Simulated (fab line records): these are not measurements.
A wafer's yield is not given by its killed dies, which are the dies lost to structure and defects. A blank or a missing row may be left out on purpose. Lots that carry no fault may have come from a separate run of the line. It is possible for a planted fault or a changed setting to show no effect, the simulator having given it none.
The same fault as seen by 2 desks -- flow n5 finfet -- each desk has only its own numbers; what lay behind them comes last

== FROM THE METROLOGY DESK ==
Means of the sampled wafers that have a number, per lot and without regard to the tool the lot ran on: this is what the gauges read. The brackets show how far a lot's mean lies from the usual mean; more than 4 standard deviations puts the lot out of limits, marked OUT. It has 10 readings; the 7 that lie furthest out on some lot are the ones shown.
Columns: A = DIBL_N at N5_BEOL_M4_RC_MEAS_101, usual 36.9 mV/V; B = DIBL_P at N5_BEOL_M4_RC_MEAS_101, usual 37.1 mV/V; C = IOFF_P at N5_BEOL_M4_RC_MEAS_101, usual 0.23 nA/um; D = ION_N at N5_BEOL_M4_RC_MEAS_101, usual 673 uA/um; E = ION_P at N5_BEOL_M4_RC_MEAS_101, usual 462 uA/um; F = SS_N at N5_BEOL_M4_RC_MEAS_101, usual 71.8 mV/dec; G = SS_P at N5_BEOL_M4_RC_MEAS_101, usual 73.6 mV/dec
lot,first seen here,A,B,C,D,E,F,G
L399,day 8 09:50,35.1,36.4,0.22,677,466,71.4,73.6
L401,day 8 12:47,35.0,34.5,0.18,670,457,70.9,72.7
L398,day 8 17:35,38.3,37.9,0.20,675,449,72.0,73.8
L402,day 9 05:56,35.9,35.7,0.20,668,459,72.1,74.2
L407,day 10 08:43,39.0,37.3,0.25,677,460,71.7,74.3
L410,day 11 02:46,36.8,38.5,0.25,672,462,72.3,73.4
L414,day 12 08:32,39.5,40.1,0.26,694,468,72.6,73.3
L416,day 12 15:34,36.6,36.7,0.19,674,456,71.6,73.5
L419,day 13 11:25,35.0,35.1,0.22,666,460,71.7,73.3
L420,day 13 14:06,36.0,35.0,0.20,682,464,71.5,73.1
This desk found nothing out of limits on any of the 10 lots.

== AT THE TOOL OWNER'S DESK: pecvd-03 ==
The tool's own readings at N5_PASSIVATION_PECVD_53 (deposits SiO2 from TEOS/O2, target thk 800 nm, time 169.4 s): means of the sampled wafers that have a number, for each lot that ran on this tool. The brackets show how far a lot's mean lies from the usual mean; more than 4 standard deviations puts the lot out of limits, marked OUT.
Columns: A = run length s at N5_PASSIVATION_PECVD_53, usual 197.5 s
lot,first seen here,A
L399,day 12 06:18,197.7
L401,day 12 11:26,198.0
L402,day 13 09:36,197.7
L414,day 16 08:27,274.5 (+99 or more) OUT
L416,day 16 09:31,249.0 (+99 or more) OUT
L419,day 17 02:12,274.4 (+99 or more) OUT
This desk's finding: out of limits on L414, L416, L419; first on L414, day 16 08:27 (run length s at N5_PASSIVATION_PECVD_53). Within limits: L399, L401, L402.

== ALL TOGETHER ==
The tool owner's desk had the chance to raise an alarm at day 16 08:27 on L414, L416, L419.
Nothing out of limits was seen by the metrology desk.
The metrology desk holds a record of L414, L416, L419, inside its limits.
N5_PASSIVATION_PECVD_53 was run on pecvd-03 by each of the lots named.

== WHAT THE SIMULATOR HAD INSERTED ==
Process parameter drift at N5_PASSIVATION_PECVD_53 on pecvd-03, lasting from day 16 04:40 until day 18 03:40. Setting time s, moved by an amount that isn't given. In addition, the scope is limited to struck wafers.
Lots struck among those shown: L414, L416, L419.
Time in hours from fault onset to the first out-of-limits reading at each desk: the tool owner's desk, 4.
